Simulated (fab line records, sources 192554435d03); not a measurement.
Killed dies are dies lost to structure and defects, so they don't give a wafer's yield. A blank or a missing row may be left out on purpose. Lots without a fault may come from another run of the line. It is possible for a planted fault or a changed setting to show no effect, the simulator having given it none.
fab line records	flow n5-finfet
record lots=3	wafers=8	last-day=16
route steps=1938 shown BEOL_M7@1299 BEOL_M8@1332 BEOL_M15@1830 PASSIVATION@1936
lots that met no fault: from a run of the same line without faults
start-h: hours from the record's opening day to when the first of the lot's shown wafers began	wait-h: how many hours have passed since the lot's step before this one	" repeats the value in the row above	L1.1+2: one row covering several wafers at once	- no value, or no start given	* or withheld: withheld	< > ~ a bound
route shown NAME@n: names a module that has steps shown in the file, with the first one's number in the route	usual: the fault-free wafers' mean and standard deviation	same: alike in all rows	chamber/n: place in a boat	sites: per-site readings	_std_site: their standard deviation	_edge_site: inner sites' mean taken away from outer sites' mean	radius-mm: how far each site lies from the wafer's centre	mask NAME#n: copy n	behind: tool/chamber where the wafer was last shaped	hold: what put the lot on hold/how long, in hours/how the hold closed	device: transistor that didn't switch, given as n, p or np	end of line: at the end of the route, the tests of the same wafers	step lacking rows: just its recipe	killed: dies that structure and defects cost at the first sort, which is not the same as the wafer's yield	map: a wafer's dies, marking killed ones x, the rest . and places with no die _
set.NAME: the run value of the setting; set.NAME@STEP: its run value at that earlier step	model.NAME: the simulator's own value behind a step, which no gauge read
a table for each step, a row for each wafer; lots at some steps of the route
services: the hour from which a tool's chamber was out of use, counted from the record's first day as start-h (under 0 if before that day), plus the number of hours and why
## steps
# step N5_BEOL_M7_DESCUM_33
# recipe chemistry=O2	time-s=7	source-power-w=50	bias-power-w=20	pressure-mtorr=20	rf-frequency-hz=2.712e+07	temp-c=40	resist=CAR-EUV	o2-flow-sccm=225
# step N5_BEOL_M7_ETCH_72
# recipe chemistry=N2/H2	target=underlayer	target-depth-a=65	mask-material=CAR-EUV	time-s=5.2	ion-energy-ev=200	pressure-mtorr=30	source-w=840	bias-w=150	n2-flow-sccm=200	h2-flow-sccm=200	ends=cleared
# step N5_BEOL_M7_ETCH_65
# recipe chemistry=CF4	target=SiARC	target-depth-a=156	mask-material=CAR-EUV	time-s=26	ion-energy-ev=80	pressure-mtorr=40	source-w=545	bias-w=36	Ar_flow_sccm=100	cf4-flow-sccm=100	ends=cleared
# step N5_BEOL_M7_ETCH_66
# recipe chemistry=N2/H2	target=SOC	target-depth-a=800	overetch-a=160	mask-material=SiARC	temp-c=40	time-s=120	ion-energy-ev=200	pressure-mtorr=30	source-w=840	bias-w=150	n2-flow-sccm=200	h2-flow-sccm=200
# step N5_BEOL_M7_STRIP_69
# recipe chemistry=N2/H2	temp-c=40	n2-flow-sccm=200	h2-flow-sccm=200	rf-frequency-hz=6e+07
# step N5_BEOL_M7_STRIP_73
# recipe chemistry=N2/H2	temp-c=40	n2-flow-sccm=200	h2-flow-sccm=200	rf-frequency-hz=6e+07
# step N5_BEOL_M7_VIA_ETCH_34
# recipe chemistry=C4F6/O2	target=SiCOH_lowk	target-depth-a=1255	mask-material=SOC	taper-deg=4	time-s=50.5	ion-energy-ev=250	pressure-mtorr=30	source-w=345	bias-w=185	Ar_flow_sccm=300	C4F6_flow_sccm=10	O2_flow_sccm=10
# step N5_BEOL_M7_STRIP_76
# recipe chemistry=C4F6/O2	resist=SiARC	rf-frequency-hz=6e+07
# step N5_BEOL_M7_STRIP_36
# recipe chemistry=N2/H2	power-w=450	temp-c=40	pressure-mtorr=20	rf-frequency-hz=6e+07	overash-fraction=0.3	bias-power-w=7	h2-frac=0.5	n2-flow-sccm=200	h2-flow-sccm=200
# step N5_BEOL_M7_TRENCH_ETCH_37
# recipe chemistry=C4F6/O2	target-depth-a=934.78	target=SiCOH_lowk	time-s=31.2	ion-energy-ev=250	pressure-mtorr=30	source-w=345	bias-w=185	Ar_flow_sccm=300	C4F6_flow_sccm=10	O2_flow_sccm=10
# usual chamber-pressure-mTorr=29.998/0.029	drypump-motor-current-A=5.6/0.39	oes_ar_750_au=0.81/0.074	oes_f_703_au=0.80/0.072	oes-product-au=0.81/0.081	rf-fwd-power-W=339.7/1.7	rf-vpp-V=668/7.4	showerhead-plenum-p-Torr=2.88/0.069	throttle-valve-pct=20.88/0.24
lot.wafer	tool	chamber	start-h	wait-h	chamber-pressure-mTorr	drypump-motor-current-A	oes_ar_750_au	oes_f_703_au	oes-product-au	rf-fwd-power-W	rf-hours-counter-h	rf-vpp-V	showerhead-plenum-p-Torr	throttle-valve-pct	model.BEOL_M7.feature-depth-nm	model.etch.depth-nm	model.TiN_of_BEOL_M7_HM_DEP_02.thk-nm
L624.2	rie-diel-02	0	205.21	-	30.028	5.4	0.94	0.92	0.98	341.0	5	671	3.02	20.50	95	95.02	17
L624.4	"	0	"	"	29.985	5.4	0.94	0.92	0.98	341.2	-	673	3.02	20.49	95.4	95.39	17
L624.5	"	0	"	"	29.982	5.4	0.95	0.93	0.97	339.8	-	672	3.02	20.48	94.8	94.77	17.2
L628.3	rie-diel-02	3	230.32	-	30.028	5.2	0.70	0.69	0.92	338.7	185	677	2.96	21.30	137.4	137.4	16.4
L628.4	"	0	"	"	29.978	5.3	0.91	0.89	1.22	342.0	15	671	3.02	20.60	140.6	140.5	16.4
L640.2	rie-diel-05	3	304.46	-	30.036	5.6	0.85	0.86	0.86	338.3	56	666	2.80	20.89	93.4	93.43	17
L640.4	"	0	"	"	30.069	6.2	0.72	0.70	0.70	336.7	212	671	2.94	21.29	91	90.93	17
L640.6	"	2	"	"	29.969	5.5	0.83	0.82	0.83	338.8	-	664	2.87	20.79	92.4	92.44	17.2
# step N5_BEOL_M7_ETCH_41
# recipe chemistry=CH3F/O2	target=SiCN	target-depth-a=319	taper-deg=2	time-s=57.8	ion-energy-ev=120	mask-material=TiN	pressure-mtorr=30	source-w=395	bias-w=75	Ar_flow_sccm=150	CH3F_flow_sccm=30	O2_flow_sccm=20
# step N5_BEOL_M7_STRIP_80
# recipe chemistry=N2/H2	time-s=10	power-w=450	temp-c=40	pressure-mtorr=20	rf-frequency-hz=6e+07	bias-power-w=7	n2-flow-sccm=200	h2-flow-sccm=200
# step N5_BEOL_M7_OCD_MEAS_38
# usual trench-depth-nm=93.2/1.5
lot.wafer	tool	chamber	start-h	wait-h	trench-depth-nm
L624.2	ocd-02	-	205.43	-	94.9
L624.4	"	-	"	"	95.6
L624.5	"	-	"	"	94.3
L628.3	ocd-02	-	230.48	-	137.5
L628.4	"	-	"	"	140.5
L640.2	ocd-02	-	304.62	-	93.5
L640.4	"	-	"	"	91.2
L640.6	"	-	"	"	92.3
# step N5_BEOL_M7_HM_STRIP_39
# recipe chemistry=peroxide-tin-strip	material=TiN	target-depth-a=250	temp-c=50	time-s=158
# step N5_BEOL_M7_SRD_40
# recipe time-s=30	temp-c=23	rinse-liquid=diw	dry=ipa-marangoni
# step N5_BEOL_M7_PRECLEAN_42
# recipe chemistry=residue-remover	time-s=60	temp-c=40
# step N5_BEOL_M7_SRD_43
# recipe time-s=30	temp-c=23	rinse-liquid=diw	dry=ipa-marangoni
# step N5_BEOL_M7_CURE_75
# recipe temp-c=370	time-s=120	ambient=DMADMS/He	material=SiCOH_lowk
# step N5_BEOL_M7_DEGAS_44
# recipe ambient=vacuum	temp-c=250	time-s=60
# step N5_BEOL_M7_PRE_CLEAN_45
# recipe gas=H2/He	time-s=30	temp-c=250
# step N5_BEOL_M7_ALD_77
# recipe material=TaN	target-thk-a=20	temp-c=275	ald-precursor-family=PDMAT	ald-co-reactant=NH3	pressure-torr=3	carrier-flow-sccm=1500	pulse-time-s=2	purge-time-s=3	co-reactant-purge-time-s=2	co-reactant-pulse-time-s=3	ald-cycles=40	precursor-vessel-temp-c=75	precursor-vessel-pressure-torr=26.25	precursor-vessel-carrier-sccm=1000
# step N5_BEOL_M7_SURFACE_TREAT_79
# recipe gas=Ar	time-s=*	ion-energy-ev=*	ion-current-ma-cm2=0.5	pressure-mtorr=*	ar-flow-sccm=30
# step N5_BEOL_M7_CVD_78
# recipe material=Co	target-thk-a=20	temp-c=withheld	precursor=CCTBA/H2	pressure-torr=30	time-s=142.3
# step N5_BEOL_M7_SPUTTER_48
# recipe material=Cu	target-thk-a=100	temp-c=-20	bias-v=60	power-w=26000	chamber-pressure-pa=0.13	time-s=1.667
# step N5_BEOL_M7_ECD_50
# recipe material=Cu	target-thk-a=3000
# step N5_BEOL_M7_ANNEAL_51
# recipe temp-c=225	time-s=90	ambient=N2
# step N5_BEOL_M7_CMP_52
# recipe stop-on=SiCOH_lowk	t-overpolish-s=6.9	down-force-psi=1	platen-rpm=50	clearing-platen-down-force-psi=1.5	clearing-platen-rpm=50	post-cmp-clean=cu-alkaline	target-thk-nm=80	clearing-platen-pad-velocity-m-s=0.99484	pad-velocity-m-s=0.99484
# usual motor-current-A=6.0/0.65	slurry-filter-dp-kPa=13.51/0.15
lot.wafer	tool	chamber	start-h	wait-h	motor-current-A	slurry-filter-dp-kPa	model.Cu_of_BEOL_M7_ECD_50.thk-nm
L624.4	cmp-02	0	207.89	0.1	5.9	13.68	80
L624.2	"	3	"	"	5.7	13.53	82.6
L624.5	"	1	"	"	5.7	13.72	81
L628.3	cmp-01	3	233.24	0.2	5.6	13.31	124.6
L628.4	"	0	"	"	5.5	13.64	126.6
L640.2	cmp-04	1	308.66	0.3	5.7	13.40	78.6
L640.4	"	2	"	"	5.6	13.66	78.4
L640.6	"	0	"	"	6.4	13.67	78.6
# step N5_BEOL_M7_THK_MEAS_53
# recipe thk-meas-gauge=xrf	reads=Cu_of_BEOL_M7_ECD_50
# usual M7_THK=77.7/1.9
lot.wafer	tool	chamber	start-h	wait-h	M7_THK[nm]
L624.2	film-metro-01	-	208.19	-	81.8
L624.4	"	-	"	"	79.0
L624.5	"	-	"	"	79.8
L628.3	film-metro-01	-	233.50	-	121.1
L628.4	"	-	"	"	123.0
L640.2	film-metro-01	-	308.88	-	77.1
L640.4	"	-	"	"	77.0
L640.6	"	-	"	"	76.7
# step N5_BEOL_M7_PRE_CLEAN_55
# recipe gas=NH3	time-s=15	temp-c=withheld	rf-power-w=300
# step N5_BEOL_M7_DEP_56
# recipe material=SiCN	target-thk-a=100	temp-c=withheld	precursor=3MS/NH3	pressure-torr=3	rf-w=202	time-s=17.5
# step N5_BEOL_M7_RS_MEAS_57
# recipe thk-meas-gauge=four-point-probe	reads=Cu_of_BEOL_M7_ECD_50+Co_of_BEOL_M7_CVD_78+TaN_of_BEOL_M7_ALD_77
# usual M7_RS=0.288/0.0077
lot.wafer	tool	chamber	start-h	wait-h	M7_RS[ohm/sq]
L624.2	film-metro-01	-	208.32	0.1	0.275
L624.4	"	-	"	"	0.286
L624.5	"	-	"	"	0.281
L628.3	film-metro-01	-	233.63	0.1	0.172
L628.4	"	-	"	"	0.169
L640.2	film-metro-02	-	309.01	0.1	0.293
L640.4	"	-	"	"	0.292
L640.6	"	-	"	"	0.292
# step N5_BEOL_M8_ILD_DEP_00
# recipe material=SiCOH_lowk	target-thk-a=1797.5	temp-c=300	precursor=DEMS/porogen	pressure-torr=5	rf-w=500	time-s=33.4
# step N5_BEOL_M8_CURE_74
# recipe temp-c=385	time-s=240	ambient=He/Ar	material=SiCOH_lowk
# step N5_BEOL_M8_PECVD_70
# recipe material=SiO2	target-thk-a=200	temp-c=400	precursor=TEOS/O2	pressure-torr=5.5	rf-w=450	teos-flow-sccm=53.8	gas=O2	flow-sccm=3000	time-s=22.7
# step N5_BEOL_M8_HM_DEP_02
# recipe material=TiN	target-thk-a=200	temp-c=25	chamber-pressure-pa=0.49996
# step N5_BEOL_M8_COAT_59
# recipe resist=SOC	temp-c=250	time-s=60	spin-rpm=1500	resist-thk-nm=100
# step N5_BEOL_M15_RC_MEAS_101
# usual COMB_M10=1.5e-11/3.1e-12	COMB_M10_max_site=2.1e-11/4.7e-12	COMB_M11=1.5e-11/3.1e-12	COMB_M12=7e-12/1.3e-12	COMB_M13=5.5e-12/1e-12	COMB_M14=4.1e-12/7.1e-13	COMB_M15=3.2e-12/5.9e-13	COMB_M5=3.7e-11/7.8e-12	COMB_M6=2.6e-11/5.1e-12	COMB_M8=2.7e-11/5.7e-12	COMB_M9=1.5e-11/3e-12	SERP_M10=3.07/0.091	SERP_M10_max_site=3.15/0.1	SERP_M11=3.10/0.076	SERP_M12=0.632/0.016	SERP_M13=0.310/0.0062	SERP_M14=0.159/0.0051	SERP_M5=38.9/1.7	SERP_M6=13.7/0.57	SERP_M7=14.0/0.52	SERP_M7_max_site=14.6/0.57	SERP_M8=13.6/0.59	SERP_M9=3.08/0.082
lot.wafer	tool	chamber	start-h	wait-h	COMB_M10[S/m]	COMB_M10_max_site[S/m]	COMB_M11[S/m]	COMB_M12[S/m]	COMB_M13[S/m]	COMB_M14[S/m]	COMB_M15[S/m]	COMB_M5[S/m]	COMB_M6[S/m]	COMB_M8[S/m]	COMB_M9[S/m]	SERP_M10[ohm/um]	SERP_M10_max_site[ohm/um]	SERP_M11[ohm/um]	SERP_M12[ohm/um]	SERP_M13[ohm/um]	SERP_M14[ohm/um]	SERP_M5[ohm/um]	SERP_M6[ohm/um]	SERP_M7[ohm/um]	SERP_M7_max_site[ohm/um]	SERP_M8[ohm/um]	SERP_M9[ohm/um]
L624.2	prober-01	0	272.76	0.2	1.4e-11	2e-11	1.1e-11	7.2e-12	6.2e-12	4.7e-12	2.6e-12	2.9e-11	2.8e-11	2.5e-11	1.3e-11	2.82	2.99	3.12	0.632	0.308	0.167	37.3	14.0	13.9	14.3	13.0	3.13
L624.4	"	0	"	"	1.3e-11	1.6e-11	1.1e-11	7.5e-12	4.1e-12	2.9e-12	3.8e-12	2.9e-11	3.3e-11	3.9e-11	1.1e-11	2.91	2.96	3.06	0.618	0.308	0.156	40.0	14.5	13.9	14.4	13.0	3.01
L624.5	"	0	"	"	1.5e-11	2e-11	1.2e-11	7e-12	5.3e-12	3.5e-12	2.6e-12	3.6e-11	3.3e-11	3.1e-11	2e-11	3.05	3.19	3.17	0.622	0.302	0.167	39.2	14.0	14.1	14.7	13.2	3.05
L628.3	prober-01	0	287.47	0.3	1.1e-11	1.8e-11	1.1e-11	8.2e-12	4.1e-12	4.8e-12	2.9e-12	2.7e-11	2.6e-11	2.6e-11	1.4e-11	2.94	3.06	3.05	0.642	0.313	0.167	38.6	14.5	8.6	8.8	13.4	3.08
L628.4	"	0	"	"	1.2e-11	1.7e-11	1.3e-11	6.9e-12	9.5e-12	4.2e-12	3.2e-12	3.4e-11	2.2e-11	3.1e-11	1.5e-11	3.14	3.22	3.05	0.628	0.310	0.155	35.9	14.5	8.5	8.7	13.6	3.06
L640.2	prober-01	0	370.19	0.8	1.5e-11	2e-11	1.4e-11	9e-12	5.4e-12	3.8e-12	3.1e-12	3.7e-11	3.3e-11	2.6e-11	1.4e-11	3.05	3.07	3.01	0.632	0.305	0.164	38.4	14.7	14.4	14.7	14.1	2.99
L640.4	"	0	"	"	1.8e-11	2.1e-11	1.7e-11	8.9e-12	5.6e-12	2.7e-12	4.7e-12	2.8e-11	2.5e-11	2e-11	2e-11	3.14	3.18	3.00	0.634	0.311	0.164	40.0	13.4	15.0	15.2	13.7	3.10
L640.6	"	0	"	"	1.9e-11	2.8e-11	1.7e-11	6.6e-12	6.2e-12	3.2e-12	4.1e-12	3e-11	2.6e-11	2.2e-11	1.9e-11	3.14	3.23	3.06	0.638	0.316	0.155	39.4	12.9	15.1	15.9	14.5	3.09
# sites SERP_M7 radius-mm=0,75,75,75,75,140,140,140,140
L624.2 14.0 13.7 13.6 14.3 13.9 14.0 13.4 14.2 13.1
L628.3 8.4 8.6 8.5 8.6 8.7 8.3 8.8 8.7 8.5
L640.2 14.3 14.1 14.5 14.6 14.7 14.3 14.4 13.7 14.4
# step N5_PASSIVATION_PROBE_49
# usual defect-limited-yield=91.4/1.5	killed_at_M0_to_M3=34/10	killed_at_M4_up=15/6	killed-at-contacts=12/6	killed-at-front-end=37/11	killed-at-other=3.3/2.8	killed-dies=101/18	killed-open=66/14	killed-short=33/7.8	sort_bin_5_function=5.0/0.97	sort_bin_6_memory=3.2/0.72	sort-n-pass=1079/18	sort-yield-pct=91.4/1.5
# same gross-dies=1180	killed-at-back-side=0	sort_bin_4_leakage[%]=0	sort_bin_8_speed[%]=0
lot.wafer	tool	chamber	start-h	wait-h	defect-limited-yield[%]	killed_at_M0_to_M3	killed_at_M4_up	killed-at-contacts	killed-at-front-end	killed-at-other	killed-dies	killed-open	killed-short	sort_bin_5_function[%]	sort_bin_6_memory[%]	sort-n-pass	sort-yield-pct[%]
L628.3	prober-02	-	306.65	0.1	90.3	33	21	16	45	0	115	76	31	5.8	3.1	1065	90.3
L628.4	prober-02	-	306.70	0.2	88.0	37	46	15	44	0	142	59	44	4.9	3.7	1038	88.0
# killed by level:class
L628.3 MOL_CONTACT_COAG:geometric-particle:open=12 FIN_SAQP:geometric-particle:open=11 STI_FIN_REVEAL:geometric-particle:open=11 BEOL_M2:geometric-particle:open=10 BEOL_M0_SAQP:geometric-particle:short=7 BEOL_M0_SAQP:geometric-particle:open=7 BEOL_M7:area-etch=6 BEOL_M6:geometric-particle:open=5
L628.4 BEOL_M7:area-etch=37 FIN_SAQP:geometric-particle:short=14 MOL_CONTACT_COAG:geometric-particle:open=13 BEOL_M2:geometric-particle:open=11 BEOL_M0_SAQP:geometric-particle:short=10 STI_FIN_REVEAL:geometric-particle:open=7 FIN_SAQP:geometric-particle:open=6 BEOL_M0_SAQP:geometric-particle:open=6
## services
tool	chamber	start-h	hours	kind
cmp-02	-	183.37	4.0	pm
cmp-02	-	187.37	-	consumable-replace:conditioner
cmp-02	-	187.37	-	consumable-replace:pad
rie-diel-02	1	189.27	-	clean
rie-diel-02	1	189.27	-	consumable-replace:focus-ring
rie-diel-02	1	189.27	21.8	scheduled-down
rie-diel-02	1	189.27	21.8	vent-cycle
rie-diel-02	0	190.78	2.9	repair
cmp-01	-	192.70	7.2	repair
rie-diel-02	3	201.95	4.0	repair
rie-diel-05	3	210.20	15.3	repair
cmp-02	-	223.26	4.3	pm
cmp-02	-	227.88	1.6	repair
cmp-01	-	234.04	3.7	pm
cmp-04	-	236.65	5.7	pm
rie-diel-02	3	264.08	11.4	repair
rie-diel-02	-	271.71	2.8	pm
cmp-04	-	275.29	2.0	repair
cmp-01	-	288.82	1.2	repair
rie-diel-02	-	300.28	4.0	repair
## key
first-sign step=N5_BEOL_M7_TRENCH_ETCH_37	reading=oes-product-au	direction=up	sigmas=3.2	usual=0.81	struck=1.07
effect step=N5_BEOL_M7_OCD_MEAS_38	reading=trench-depth-nm	direction=up	sigmas=31	usual=93.2	struck=139.0
effect step=N5_BEOL_M7_THK_MEAS_53	reading=M7_THK	direction=up	sigmas=23	usual=77.7	struck=122.1
effect step=N5_BEOL_M7_RS_MEAS_57	reading=M7_RS	direction=down	sigmas=15	usual=0.288	struck=0.170
effect step=N5_BEOL_M15_RC_MEAS_101	reading=SERP_M7	direction=down	sigmas=11	usual=14.0	struck=8.5
model-effect step=N5_BEOL_M7_TRENCH_ETCH_37	value=BEOL_M7.feature-depth-nm	without=93.9	struck=139
model-effect step=N5_BEOL_M7_CMP_52	value=Cu_of_BEOL_M7_ECD_50.thk-nm	without=80.5	struck=125.6
met-at N5_BEOL_M7_TRENCH_ETCH_37
struck-wafers L628.3,L628.4
onset-between 205.21 230.32
fault kind=process-parameter-drift	tool=rie-diel-02	chamber=-	onset-h=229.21	steps=N5_BEOL_M7_TRENCH_ETCH_37	channel=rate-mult	offset=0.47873	shape=step	end-h=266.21	scope=struck-wafers-only
